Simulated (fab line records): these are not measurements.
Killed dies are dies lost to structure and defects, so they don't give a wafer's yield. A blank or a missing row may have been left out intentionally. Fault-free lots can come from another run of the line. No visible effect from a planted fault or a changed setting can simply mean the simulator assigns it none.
Check for tools in common -- flow nand harc -- 33 wafers sampled across 11 lots

## REASON FOR OPENING
At NHARC_A_M0_THK_MEAS_24 the reading thk nm is flagged on 2 of 11 lots. Wafers without a fault read 114.1 nm, standard deviation 1.2.
Rule: a lot is flagged in two cases, either no wafer of it has a number, or all its wafers with numbers fall more than 4 standard deviations from that mean. All remaining lots are regarded as sound.

lot,measured,on,"thk nm (nm), wafer by wafer",flag
L373,day 23 19:38,film metro-01,112.7 114.7 112.3,
L375,day 24 07:54,film metro-01,115.3 114.2 116.8,
L380,day 25 10:49,film metro-01,399.4 401.2 400.1,FLAGGED
L379,day 25 13:34,film metro-01,404.2 403.4 402.1,FLAGGED
L381,day 26 16:13,film metro-01,113.6 113.7 112.7,
L382,day 27 08:03,film metro-02,114.9 113.4 115.0,
L387,day 28 22:01,film metro-01,114.1 114.2 113.0,
L392,day 30 20:49,film metro-02,113.9 116.0 114.1,
L393,day 31 01:16,film metro-02,111.9 113.0 113.1,
L394,day 32 01:39,film metro-02,115.7 112.6 113.4,
L396,day 32 13:31,film metro-02,111.7 113.6 112.6,
On average the flagged lots read 401.7 nm, which is +287.6 nm against the usual, or +99 or more standard deviations.

## WHICH TOOL RAN EACH LOT
The record holds 4 process steps before the reading, out of a route of 1302 steps. Each cell gives the tool, then ch followed by the chambers the sampled wafers passed through, then the start.
lot,flag,NHARC_A_M0_ETCH_34,NHARC_A_M0_STRIP_18,NHARC_A_M0_DEGAS_28,NHARC_A_M0_CMP_23
L373,,"rie diel-06 ch 0,1, day 23 17:25","rie diel-06 ch 0,1,3, day 23 17:42","pvd sputter-01, day 23 18:15","cmp-03 ch 0,2,3, day 23 19:19"
L375,,"rie diel-05 ch 1,2, day 24 05:39","rie diel-05 ch 2,3, day 24 05:56","pvd sputter-03, day 24 06:30","cmp-03 ch 2,3, day 24 07:35"
L380,FLAGGED,"rie diel-01 ch 2,3, day 25 08:34","rie diel-01 ch 2,3, day 25 08:52","pvd sputter-02, day 25 09:25","cmp-03 ch 0,2,3, day 25 10:35"
L379,FLAGGED,"rie diel-06 ch 0,2,3, day 25 10:48","rie diel-01 ch 1,2,3, day 25 11:09","pvd sputter-02, day 25 11:42","cmp-02 ch 0,3, day 25 13:14"
L381,,"rie diel-05 ch 0,2,3, day 26 13:58","rie diel-01 ch 0,1,3, day 26 14:16","pvd sputter-03, day 26 14:49","cmp-03 ch 1,2,3, day 26 15:53"
L382,,"rie diel-01 ch 1,2,3, day 27 05:49","rie diel-01 ch 1,2,3, day 27 06:07","pvd sputter-02, day 27 06:40","cmp-03 ch 1,2,3, day 27 07:44"
L387,,"rie diel-05 ch 0,3, day 28 19:47","rie diel-05 ch 0,2,3, day 28 20:07","pvd sputter-02, day 28 20:37","cmp-02 ch 0,2,3, day 28 21:47"
L392,,"rie diel-05 ch 0,2,3, day 30 18:35","rie diel-01 ch 1,2,3, day 30 18:52","pvd sputter-02, day 30 19:25","cmp-01 ch 1,2,3, day 30 20:30"
L393,,"rie diel-01 ch 1,3, day 30 22:59","rie diel-01 ch 1,3, day 30 23:18","pvd sputter-01, day 30 23:50","cmp-02 ch 1,3, day 31 00:59"
L394,,"rie diel-05 ch 0,1, day 31 23:25","rie diel-05 ch 1,3, day 31 23:43","pvd sputter-02, day 32 00:15","cmp-01 ch 1,2,3, day 32 01:23"
L396,,"rie diel-06 ch 2,3, day 32 11:13","rie diel-01 ch 1,3, day 32 11:30","pvd sputter-02, day 32 12:07","cmp-03 ch 0,1,2, day 32 13:14"
What the steps here do:
- NHARC_A_M0_ETCH_34: etches the open film in N2/H2, target depth 40 nm, overetch 12 nm, time 43.94 s.
- NHARC_A_M0_STRIP_18: strips in N2/H2.
- NHARC_A_M0_DEGAS_28: time 60 s.
- NHARC_A_M0_CMP_23: polishes, t overpolish 20 s, target thk 113.75 nm.
- NHARC_A_M0_THK_MEAS_24: measures by xrf.

## FLAGGED AGAINST TOTAL, ONE TOOL AT A TIME (gauges that did the reading follow at the end)
step,tool,lots run,flagged,share of the flagged lots,sound lots run after its first flagged lot
NHARC_A_M0_ETCH_34,rie diel-01,3,1,some,"2 (L382,L393)"
NHARC_A_M0_ETCH_34,rie diel-05,5,0,none,-
NHARC_A_M0_ETCH_34,rie diel-06,3,1,some,1 (L396)
NHARC_A_M0_STRIP_18,rie diel-01,7,2,all,"5 (L381,L382,L392,L393,L396)"
NHARC_A_M0_STRIP_18,rie diel-05,3,0,none,-
NHARC_A_M0_STRIP_18,rie diel-06,1,0,none,-
NHARC_A_M0_DEGAS_28,pvd sputter-01,2,0,none,-
NHARC_A_M0_DEGAS_28,pvd sputter-02,7,2,all,"5 (L382,L387,L392,L394,L396)"
NHARC_A_M0_DEGAS_28,pvd sputter-03,2,0,none,-
NHARC_A_M0_CMP_23,cmp-01,2,0,none,-
NHARC_A_M0_CMP_23,cmp-02,3,1,some,"2 (L387,L393)"
NHARC_A_M0_CMP_23,cmp-03,6,1,some,"3 (L381,L382,L396)"
NHARC_A_M0_THK_MEAS_24,film metro-01,6,2,all,"2 (L381,L387)"
NHARC_A_M0_THK_MEAS_24,film metro-02,5,0,none,-

## WHAT THE TABLE PERMITS
In the table, 3 rows ran each flagged lot (rie diel-01 at NHARC_A_M0_STRIP_18; pvd sputter-02 at NHARC_A_M0_DEGAS_28; film metro-01 at NHARC_A_M0_THK_MEAS_24).
- rie diel-01 at NHARC_A_M0_STRIP_18 ran 7 lots, 2 of them flagged. Sound lots followed the first flagged one (L381, L382, L392, L393, L396) on it, something a lasting fault affecting the whole tool could not allow.
- pvd sputter-02 at NHARC_A_M0_DEGAS_28 ran 7 lots, 2 of them flagged. Sound lots followed the first flagged one (L382, L387, L392, L394, L396) on it, something a lasting fault affecting the whole tool could not allow.
- film metro-01 at NHARC_A_M0_THK_MEAS_24 ran 6 lots, 2 of them flagged. Sound lots followed the first flagged one (L381, L387) on it, something a lasting fault affecting the whole tool could not allow.
There is no row in the table that ran each flagged lot and no sound lot after the first.

## WHAT WAS PUT IN BY THE SIMULATOR
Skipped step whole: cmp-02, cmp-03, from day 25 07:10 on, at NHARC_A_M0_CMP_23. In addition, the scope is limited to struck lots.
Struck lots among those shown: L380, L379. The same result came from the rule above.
